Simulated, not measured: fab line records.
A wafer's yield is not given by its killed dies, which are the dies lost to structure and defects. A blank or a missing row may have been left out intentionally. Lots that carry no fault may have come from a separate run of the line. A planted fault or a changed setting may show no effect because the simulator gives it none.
A lot that was struck, set against a sound lot ; flow nand_harc ; 17 steps out of a route of 1302
Sound: the wafers L125.1, L125.2, L125.5. Struck: wafer L137.3 (left out: L137.2, L137.6 of the same lot, which were not struck); the cause appears at the end.
At each step with rows: each side's tool, then ch and its chambers, then its first start. Under that, the readings that differ: sound wafers ; struck wafers ; difference of the means ; sigmas: that difference in standard deviations of wafers without a fault.
alike: readings with means less than 2 such deviations apart, plus words and numbers identical on both sides. not compared: withheld readings, readings lacking a value on some wafer, bounds such as >300 that could conceal the same value, and numbers that have no deviation in the record and whose values overlap.
Wherever a step has rows on one side only, a row that says differs or no value, or a row with sigmas, the two part there. Numbers that don't overlap but have no deviation are shown without sigmas and don't part them. A reading that every wafer of one side lacks parts them only if that side has two wafers or more.

first, 1 step without rows for these wafers: NHARC_P_BONDPAD_HARDBAKE_10 (time 65 s).
NHARC_P_BONDPAD_DESCUM_11: chemistry O2, time 3 s.
  sound on rie_diel-02 ch 1,3, day 8 10:17; struck on rie_diel-11 ch 3, day 13 02:55
reading;sound;struck;difference;sigmas
showerhead_plenum_p_Torr (Torr);2.04 1.96 2.04;1.80;-0.21;-2
  alike: drypump_motor_current_A, oes_product_au, rf_vpp_V, throttle_valve_pct
  not compared: rf_hours_counter_h
then, 2 steps without rows for these wafers: NHARC_P_BONDPAD_ETCH_37 (etches the open film in N2/H2, target depth 60 nm, overetch 18 nm, time 65.91 s); NHARC_P_BONDPAD_ETCH_12 (etches the open film in CHF3/O2, target depth 200 nm, time 100 s).
NHARC_P_BONDPAD_CD_MEAS_13:
  struck on cd_sem-01, day 13 03:13; sound on cd_sem-03, day 8 10:38
  alike: cd_nm
NHARC_P_BONDPAD_STRIP_15: strips in O2.
  sound on rie_diel-11 ch 0,3, day 8 10:43; struck on rie_diel-02 ch 2, day 13 03:17
  alike: drypump_motor_current_A, oes_product_au, rf_vpp_V, showerhead_plenum_p_Torr, throttle_valve_pct
  not compared: rf_hours_counter_h
NHARC_P_BONDPAD_ETCH_24: etches the open film in CF4/N2, target depth 30 nm, time 72.99 s.
  sound: rie_diel-11 ch 0,1; struck: rie_diel-02 ch 1
reading;sound;struck;difference;sigmas
bias_w (W);99.9 99.4 99.9;100.5;+0.8;+2
  alike: drypump_motor_current_A, n2_flow_sccm, oes_product_au, rf_vpp_V, showerhead_plenum_p_Torr, throttle_valve_pct
  not compared: rf_hours_counter_h
then, 4 steps without rows for these wafers: NHARC_P_BONDPAD_STRIP_16 (strips in post etch residue remover, time 600 s); NHARC_P_BONDPAD_DEGAS_25 (time 60 s); NHARC_P_BONDPAD_PRE_CLEAN_26 (time 30 s); NHARC_P_BONDPAD_PVD_17 (deposits TaN, target thk 5 nm, time 8.06 s).
NHARC_P_BONDPAD_PVD_27: deposits Cu, target thk 30 nm, time 20.49 s.
  sound on pvd_sputter-01; struck on pvd_sputter-03
  alike: substrate_temp_c, throttle_valve_pct
NHARC_P_BONDPAD_ECD_18: material Cu, target thk 400 nm.
  sound on ecd_cu-01 ch 0,1, day 8 11:40; struck on ecd_cu-02 ch 0,1, day 13 04:14
NHARC_P_BONDPAD_ANNEAL_28: time 90 s.
  sound on rtp_anneal-02 ch 0, day 8 12:06; struck on rtp_anneal-02 ch 0, day 13 04:37
  alike: wafer_temp_C_max
then, 1 step without rows for these wafers: NHARC_P_BONDPAD_CMP_19 (polishes, t overpolish 30 s, cu recess touch 16 s, target thk 160.81 nm).
NHARC_P_BONDPAD_THK_MEAS_20: measures by xrf.
  struck on film_metro-01, day 13 05:14; sound on film_metro-01, day 8 12:46
reading;sound;struck;difference;sigmas
thk_nm (nm);162.8 162.4 161.5;111.9;-50.3;-30
then, 1 step without rows for these wafers: NHARC_P_BONDPAD_SRD_21 (time 30 s, dry time 20 s).

WHERE THEY PART
At NHARC_P_BONDPAD_DESCUM_11 first; at NHARC_P_BONDPAD_THK_MEAS_20 last (within this record only).

WHY: what had been put in by the simulator
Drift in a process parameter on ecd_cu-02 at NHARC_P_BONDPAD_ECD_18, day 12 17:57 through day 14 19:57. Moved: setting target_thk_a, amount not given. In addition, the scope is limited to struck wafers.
